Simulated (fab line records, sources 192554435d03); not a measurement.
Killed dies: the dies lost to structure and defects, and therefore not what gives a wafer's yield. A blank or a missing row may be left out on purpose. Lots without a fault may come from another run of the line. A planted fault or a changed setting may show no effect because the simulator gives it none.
What tool caused it? || flow n5Finfet || 11 lots with 33 wafers sampled at 5 steps, on a route of 1938 steps

== WHAT THE GAUGES SHOWED, per wafer ==
N5_BEOL_M4_RC_MEAS_101. Usual: DIBL_N 36.3 mV/V, standard deviation 1.7; DIBL_P 36.5 mV/V, standard deviation 1.8; IOFF_N 0.16 nA/um, standard deviation 0.033; IOFF_P 0.21 nA/um, standard deviation 0.037; ION_N 675 uA/um, standard deviation 11; ION_P 462 uA/um, standard deviation 7.9; SS_N 71.6 mV/dec, standard deviation 0.64; SS_P 73.3 mV/dec, standard deviation 0.68; VT_N 249 mV, standard deviation 3.3; VT_P -250 mV, standard deviation 3.3.
{"lot": "L314", "measured": "day 7 15:28", "on": "prober-01", "DIBL_N (mV/V)": "35.4 35.3 34.9", "DIBL_P (mV/V)": "36.0 36.6 36.1", "IOFF_N (nA/um)": "0.14 0.15 0.15", "IOFF_P (nA/um)": "0.19 0.20 0.19", "ION_N (uA/um)": "666 684 678", "ION_P (uA/um)": "457 469 466", "SS_N (mV/dec)": "71.4 71.6 71.6", "SS_P (mV/dec)": "73.2 73.9 73.7", "VT_N (mV)": "253 249 253", "VT_P (mV)": "-255 -252 -252", "flag": ""}
{"lot": "L320", "measured": "day 9 10:17", "on": "prober-01", "DIBL_N (mV/V)": "37.3 36.6 37.0", "DIBL_P (mV/V)": "38.4 36.7 37.8", "IOFF_N (nA/um)": "0.18 0.17 0.17", "IOFF_P (nA/um)": "0.24 0.22 0.24", "ION_N (uA/um)": "680 688 676", "ION_P (uA/um)": "466 459 465", "SS_N (mV/dec)": "72.3 71.7 72.3", "SS_P (mV/dec)": "72.8 72.8 73.0", "VT_N (mV)": "247 250 249", "VT_P (mV)": "-251 -253 -248", "flag": ""}
{"lot": "L324", "measured": "day 10 07:21", "on": "prober-01", "DIBL_N (mV/V)": "34.9 35.6 33.3", "DIBL_P (mV/V)": "35.2 36.8 33.1", "IOFF_N (nA/um)": "0.15 0.16 0.12", "IOFF_P (nA/um)": "0.22 0.23 0.19", "ION_N (uA/um)": "679 675 690", "ION_P (uA/um)": "467 467 479", "SS_N (mV/dec)": "71.0 71.6 70.1", "SS_P (mV/dec)": "73.7 74.1 72.8", "VT_N (mV)": "249 249 254", "VT_P (mV)": "-250 -248 -249", "flag": ""}
{"lot": "L323", "measured": "day 10 07:46", "on": "prober-02", "DIBL_N (mV/V)": "34.4 36.1 36.9", "DIBL_P (mV/V)": "34.8 37.7 38.2", "IOFF_N (nA/um)": "0.11 0.14 0.15", "IOFF_P (nA/um)": "0.16 0.21 0.20", "ION_N (uA/um)": "662 653 662", "ION_P (uA/um)": "448 460 450", "SS_N (mV/dec)": "70.0 70.6 71.1", "SS_P (mV/dec)": "72.8 73.9 73.8", "VT_N (mV)": "253 253 251", "VT_P (mV)": "-257 -251 -253", "flag": ""}
{"lot": "L328", "measured": "day 11 13:41", "on": "prober-01", "DIBL_N (mV/V)": "35.8 39.6 36.3", "DIBL_P (mV/V)": "36.1 39.5 36.7", "IOFF_N (nA/um)": "0.17 0.23 0.17", "IOFF_P (nA/um)": "0.27 0.32 0.27", "ION_N (uA/um)": "673 683 690", "ION_P (uA/um)": "471 470 478", "SS_N (mV/dec)": "71.4 71.9 71.5", "SS_P (mV/dec)": "73.0 73.3 72.8", "VT_N (mV)": "247 245 247", "VT_P (mV)": "-244 -241 -243", "flag": ""}
{"lot": "L329", "measured": "day 11 16:40", "on": "prober-02", "DIBL_N (mV/V)": "37.0 38.1 39.1", "DIBL_P (mV/V)": "36.3 37.1 38.9", "IOFF_N (nA/um)": "0.17 0.19 0.21", "IOFF_P (nA/um)": "0.24 0.24 0.27", "ION_N (uA/um)": "677 675 686", "ION_P (uA/um)": "463 462 465", "SS_N (mV/dec)": "71.6 72.2 72.7", "SS_P (mV/dec)": "73.4 73.7 73.8", "VT_N (mV)": "249 248 248", "VT_P (mV)": "-248 -246 -248", "flag": ""}
{"lot": "L330", "measured": "day 11 18:43", "on": "prober-02", "DIBL_N (mV/V)": "38.3 37.4 39.3", "DIBL_P (mV/V)": "38.1 36.6 38.4", "IOFF_N (nA/um)": "0.17 0.15 0.17", "IOFF_P (nA/um)": "0.20 0.19 0.20", "ION_N (uA/um)": "681 660 661", "ION_P (uA/um)": "455 457 450", "SS_N (mV/dec)": "72.2 72.0 73.0", "SS_P (mV/dec)": "74.4 73.6 73.8", "VT_N (mV)": "250 252 251", "VT_P (mV)": "-254 -255 -253", "flag": ""}
{"lot": "L333", "measured": "day 12 03:55", "on": "prober-01", "DIBL_N (mV/V)": "37.3 36.3 37.3", "DIBL_P (mV/V)": "36.6 35.8 36.4", "IOFF_N (nA/um)": "0.16 0.15 0.17", "IOFF_P (nA/um)": "0.23 0.22 0.23", "ION_N (uA/um)": "678 662 667", "ION_P (uA/um)": "472 460 464", "SS_N (mV/dec)": "71.4 71.4 71.9", "SS_P (mV/dec)": "72.5 73.4 73.5", "VT_N (mV)": "254 253 249", "VT_P (mV)": "-245 -248 -247", "flag": ""}
{"lot": "L334", "measured": "day 13 00:05", "on": "prober-02", "DIBL_N (mV/V)": "33.4 35.3 34.3", "DIBL_P (mV/V)": "33.1 34.8 33.9", "IOFF_N (nA/um)": "0.13 0.16 0.14", "IOFF_P (nA/um)": "0.17 0.19 0.18", "ION_N (uA/um)": "682 677 672", "ION_P (uA/um)": "465 462 459", "SS_N (mV/dec)": "71.4 71.3 71.9", "SS_P (mV/dec)": "72.7 73.6 73.2", "VT_N (mV)": "251 247 250", "VT_P (mV)": "-254 -251 -252", "flag": ""}
{"lot": "L336", "measured": "day 13 10:11", "on": "prober-02", "DIBL_N (mV/V)": "36.2 37.3 37.5", "DIBL_P (mV/V)": "35.1 36.3 37.0", "IOFF_N (nA/um)": "0.14 0.16 0.16", "IOFF_P (nA/um)": "0.17 0.18 0.20", "ION_N (uA/um)": "662 677 673", "ION_P (uA/um)": "447 458 458", "SS_N (mV/dec)": "71.2 72.1 71.5", "SS_P (mV/dec)": "73.8 73.9 74.2", "VT_N (mV)": "253 249 247", "VT_P (mV)": "-251 -254 -253", "flag": ""}
{"lot": "L337", "measured": "day 13 10:06", "on": "prober-01", "DIBL_N (mV/V)": "33.2 36.3 36.8", "DIBL_P (mV/V)": "33.6 37.7 38.6", "IOFF_N (nA/um)": "0.12 0.18 0.19", "IOFF_P (nA/um)": "0.16 0.21 0.22", "ION_N (uA/um)": "669 678 677", "ION_P (uA/um)": "452 461 458", "SS_N (mV/dec)": "71.2 71.9 72.1", "SS_P (mV/dec)": "72.4 74.4 74.3", "VT_N (mV)": "252 248 246", "VT_P (mV)": "-256 -250 -253", "flag": ""}

== WHAT TOOL EACH LOT RAN ON (gives the tool, then ch and the chambers of the sampled wafers, and finally the start) ==
{"lot": "L314", "N5_BEOL_M4_ANNEAL_49": "pvdSputter-01, day 7 12:32", "N5_BEOL_M4_SPUTTER_79": "pvdSputter-01, day 7 12:40", "N5_BEOL_M4_ANNEAL_80": "pvdSputter-01, day 7 12:45", "N5_BEOL_M4_ANNEAL_93": "pvdSputter-01, day 7 13:51"}
{"lot": "L320", "N5_BEOL_M4_ANNEAL_49": "pvdSputter-01, day 9 07:17", "N5_BEOL_M4_SPUTTER_79": "pvdSputter-01, day 9 07:25", "N5_BEOL_M4_ANNEAL_80": "pvdSputter-01, day 9 07:30", "N5_BEOL_M4_ANNEAL_93": "pvdSputter-01, day 9 08:36"}
{"lot": "L324", "N5_BEOL_M4_ANNEAL_49": "pvdSputter-02, day 10 04:24", "N5_BEOL_M4_SPUTTER_79": "pvdSputter-02, day 10 04:32", "N5_BEOL_M4_ANNEAL_80": "pvdSputter-02, day 10 04:37", "N5_BEOL_M4_ANNEAL_93": "pvdSputter-02, day 10 05:43"}
{"lot": "L323", "N5_BEOL_M4_ANNEAL_49": "pvdSputter-03, day 10 04:53", "N5_BEOL_M4_SPUTTER_79": "pvdSputter-03, day 10 05:01", "N5_BEOL_M4_ANNEAL_80": "pvdSputter-03, day 10 05:06", "N5_BEOL_M4_ANNEAL_93": "pvdSputter-03, day 10 06:12"}
{"lot": "L328", "N5_BEOL_M4_ANNEAL_49": "pvdSputter-03, day 11 10:52", "N5_BEOL_M4_SPUTTER_79": "pvdSputter-03, day 11 11:00", "N5_BEOL_M4_ANNEAL_80": "pvdSputter-03, day 11 11:05", "N5_BEOL_M4_ANNEAL_93": "pvdSputter-03, day 11 12:11"}
{"lot": "L329", "N5_BEOL_M4_ANNEAL_49": "pvdSputter-02, day 11 13:37", "N5_BEOL_M4_SPUTTER_79": "pvdSputter-02, day 11 13:45", "N5_BEOL_M4_ANNEAL_80": "pvdSputter-02, day 11 13:50", "N5_BEOL_M4_ANNEAL_93": "pvdSputter-02, day 11 14:56"}
{"lot": "L330", "N5_BEOL_M4_ANNEAL_49": "pvdSputter-03, day 11 15:46", "N5_BEOL_M4_SPUTTER_79": "pvdSputter-03, day 11 15:54", "N5_BEOL_M4_ANNEAL_80": "pvdSputter-03, day 11 15:59", "N5_BEOL_M4_ANNEAL_93": "pvdSputter-03, day 11 17:05"}
{"lot": "L333", "N5_BEOL_M4_ANNEAL_49": "pvdSputter-02, day 12 00:39", "N5_BEOL_M4_SPUTTER_79": "pvdSputter-02, day 12 00:47", "N5_BEOL_M4_ANNEAL_80": "pvdSputter-02, day 12 00:52", "N5_BEOL_M4_ANNEAL_93": "pvdSputter-02, day 12 01:58"}
{"lot": "L334", "N5_BEOL_M4_ANNEAL_49": "pvdSputter-03, day 12 21:10", "N5_BEOL_M4_SPUTTER_79": "pvdSputter-03, day 12 21:18", "N5_BEOL_M4_ANNEAL_80": "pvdSputter-03, day 12 21:23", "N5_BEOL_M4_ANNEAL_93": "pvdSputter-03, day 12 22:29"}
{"lot": "L336", "N5_BEOL_M4_ANNEAL_49": "pvdSputter-01, day 13 04:50", "N5_BEOL_M4_SPUTTER_79": "pvdSputter-01, day 13 04:58", "N5_BEOL_M4_ANNEAL_80": "pvdSputter-01, day 13 05:03", "N5_BEOL_M4_ANNEAL_93": "pvdSputter-01, day 13 06:09"}
{"lot": "L337", "N5_BEOL_M4_ANNEAL_49": "pvdSputter-01, day 13 06:43", "N5_BEOL_M4_SPUTTER_79": "pvdSputter-01, day 13 06:51", "N5_BEOL_M4_ANNEAL_80": "pvdSputter-01, day 13 06:56", "N5_BEOL_M4_ANNEAL_93": "pvdSputter-01, day 13 08:02"}
- N5_BEOL_M4_ANNEAL_49: time 240 s.
- N5_BEOL_M4_SPUTTER_79: material Cu, target thk 4.5 nm, time 8.29 s.
- N5_BEOL_M4_ANNEAL_80: time 240 s.
- N5_BEOL_M4_ANNEAL_93: time 240 s.

== AS READ BY THE TOOLS THEMSELVES (means over the sampled wafers that have a number; for cases with no such wafer, the mark the record gives instead) ==
N5_BEOL_M4_ANNEAL_49. Usual: heaterPowerW 875 W, standard deviation 130.
{"lot": "L314", "tool": "pvdSputter-01", "heaterPowerW (W)": 940, "flag": ""}
{"lot": "L320", "tool": "pvdSputter-01", "heaterPowerW (W)": 854, "flag": ""}
{"lot": "L324", "tool": "pvdSputter-02", "heaterPowerW (W)": 887, "flag": ""}
{"lot": "L323", "tool": "pvdSputter-03", "heaterPowerW (W)": 904, "flag": ""}
{"lot": "L328", "tool": "pvdSputter-03", "heaterPowerW (W)": 903, "flag": ""}
{"lot": "L329", "tool": "pvdSputter-02", "heaterPowerW (W)": 887, "flag": ""}
{"lot": "L330", "tool": "pvdSputter-03", "heaterPowerW (W)": 850, "flag": ""}
{"lot": "L333", "tool": "pvdSputter-02", "heaterPowerW (W)": 949, "flag": ""}
{"lot": "L334", "tool": "pvdSputter-03", "heaterPowerW (W)": 822, "flag": ""}
{"lot": "L336", "tool": "pvdSputter-01", "heaterPowerW (W)": 861, "flag": ""}
{"lot": "L337", "tool": "pvdSputter-01", "heaterPowerW (W)": 854, "flag": ""}

N5_BEOL_M4_SPUTTER_79. Usual: chamberPressurePa 0.06999 Pa, standard deviation 0.00016; chuckGasFlowSccm 1.25 sccm, standard deviation 0.049; throttleValvePct 30.6 %, standard deviation 0.84.
{"lot": "L314", "tool": "pvdSputter-01", "chamberPressurePa (Pa)": 0.07016, "chuckGasFlowSccm (sccm)": 1.28, "throttleValvePct (%)": 31.1, "flag": ""}
{"lot": "L320", "tool": "pvdSputter-01", "chamberPressurePa (Pa)": 0.06985, "chuckGasFlowSccm (sccm)": 1.25, "throttleValvePct (%)": 31.3, "flag": ""}
{"lot": "L324", "tool": "pvdSputter-02", "chamberPressurePa (Pa)": "-", "chuckGasFlowSccm (sccm)": "-", "throttleValvePct (%)": "-", "flag": "OFF"}
{"lot": "L323", "tool": "pvdSputter-03", "chamberPressurePa (Pa)": "-", "chuckGasFlowSccm (sccm)": "-", "throttleValvePct (%)": "-", "flag": "OFF"}
{"lot": "L328", "tool": "pvdSputter-03", "chamberPressurePa (Pa)": 0.07000, "chuckGasFlowSccm (sccm)": 1.25, "throttleValvePct (%)": 29.7, "flag": ""}
{"lot": "L329", "tool": "pvdSputter-02", "chamberPressurePa (Pa)": 0.07003, "chuckGasFlowSccm (sccm)": 1.24, "throttleValvePct (%)": 30.5, "flag": ""}
{"lot": "L330", "tool": "pvdSputter-03", "chamberPressurePa (Pa)": 0.06992, "chuckGasFlowSccm (sccm)": 1.26, "throttleValvePct (%)": 29.9, "flag": ""}
{"lot": "L333", "tool": "pvdSputter-02", "chamberPressurePa (Pa)": 0.07000, "chuckGasFlowSccm (sccm)": 1.21, "throttleValvePct (%)": 30.8, "flag": ""}
{"lot": "L334", "tool": "pvdSputter-03", "chamberPressurePa (Pa)": 0.07010, "chuckGasFlowSccm (sccm)": 1.27, "throttleValvePct (%)": 30.4, "flag": ""}
{"lot": "L336", "tool": "pvdSputter-01", "chamberPressurePa (Pa)": 0.07003, "chuckGasFlowSccm (sccm)": 1.23, "throttleValvePct (%)": 31.1, "flag": ""}
{"lot": "L337", "tool": "pvdSputter-01", "chamberPressurePa (Pa)": 0.06999, "chuckGasFlowSccm (sccm)": 1.24, "throttleValvePct (%)": 30.8, "flag": ""}

N5_BEOL_M4_ANNEAL_80. Usual: heaterPowerW 873 W, standard deviation 130.
{"lot": "L314", "tool": "pvdSputter-01", "heaterPowerW (W)": 940, "flag": ""}
{"lot": "L320", "tool": "pvdSputter-01", "heaterPowerW (W)": 839, "flag": ""}
{"lot": "L324", "tool": "pvdSputter-02", "heaterPowerW (W)": 867, "flag": ""}
{"lot": "L323", "tool": "pvdSputter-03", "heaterPowerW (W)": 907, "flag": ""}
{"lot": "L328", "tool": "pvdSputter-03", "heaterPowerW (W)": 889, "flag": ""}
{"lot": "L329", "tool": "pvdSputter-02", "heaterPowerW (W)": 876, "flag": ""}
{"lot": "L330", "tool": "pvdSputter-03", "heaterPowerW (W)": 850, "flag": ""}
{"lot": "L333", "tool": "pvdSputter-02", "heaterPowerW (W)": 947, "flag": ""}
{"lot": "L334", "tool": "pvdSputter-03", "heaterPowerW (W)": 830, "flag": ""}
{"lot": "L336", "tool": "pvdSputter-01", "heaterPowerW (W)": 848, "flag": ""}
{"lot": "L337", "tool": "pvdSputter-01", "heaterPowerW (W)": 850, "flag": ""}

N5_BEOL_M4_ANNEAL_93. Usual: heaterPowerW 874 W, standard deviation 130.
{"lot": "L314", "tool": "pvdSputter-01", "heaterPowerW (W)": 948, "flag": ""}
{"lot": "L320", "tool": "pvdSputter-01", "heaterPowerW (W)": 856, "flag": ""}
{"lot": "L324", "tool": "pvdSputter-02", "heaterPowerW (W)": 871, "flag": ""}
{"lot": "L323", "tool": "pvdSputter-03", "heaterPowerW (W)": 918, "flag": ""}
{"lot": "L328", "tool": "pvdSputter-03", "heaterPowerW (W)": 889, "flag": ""}
{"lot": "L329", "tool": "pvdSputter-02", "heaterPowerW (W)": 880, "flag": ""}
{"lot": "L330", "tool": "pvdSputter-03", "heaterPowerW (W)": 860, "flag": ""}
{"lot": "L333", "tool": "pvdSputter-02", "heaterPowerW (W)": 960, "flag": ""}
{"lot": "L334", "tool": "pvdSputter-03", "heaterPowerW (W)": 830, "flag": ""}
{"lot": "L336", "tool": "pvdSputter-01", "heaterPowerW (W)": 844, "flag": ""}
{"lot": "L337", "tool": "pvdSputter-01", "heaterPowerW (W)": 856, "flag": ""}

== THE ANSWER, worked out from the rows above alone ==
Rule: take the mean of a lot's wafers that have a number; if it is more than 3 standard deviations from the usual mean, the lot is off. A lot without any number at a reading at which 4 lots or more have one is off too. The other lots that the step has rows for count as sound. The gauges are gone through in route order, then the tools' own readings, and for those a lot's mean is taken as printed above. At the first step where some lot is off, the reading lying furthest off is the one used; lots without a number count as furthest.
Off, at N5_BEOL_M4_SPUTTER_79 on chamberPressurePa: L324, L323. Without a number there: L324, L323.
If a tool, at that step or one of the process steps before it, ran each lot that is off and ran no sound lot following the first of them, it fits. None of those tried fits.

== WHAT WAS PUT IN BY THE SIMULATOR ==
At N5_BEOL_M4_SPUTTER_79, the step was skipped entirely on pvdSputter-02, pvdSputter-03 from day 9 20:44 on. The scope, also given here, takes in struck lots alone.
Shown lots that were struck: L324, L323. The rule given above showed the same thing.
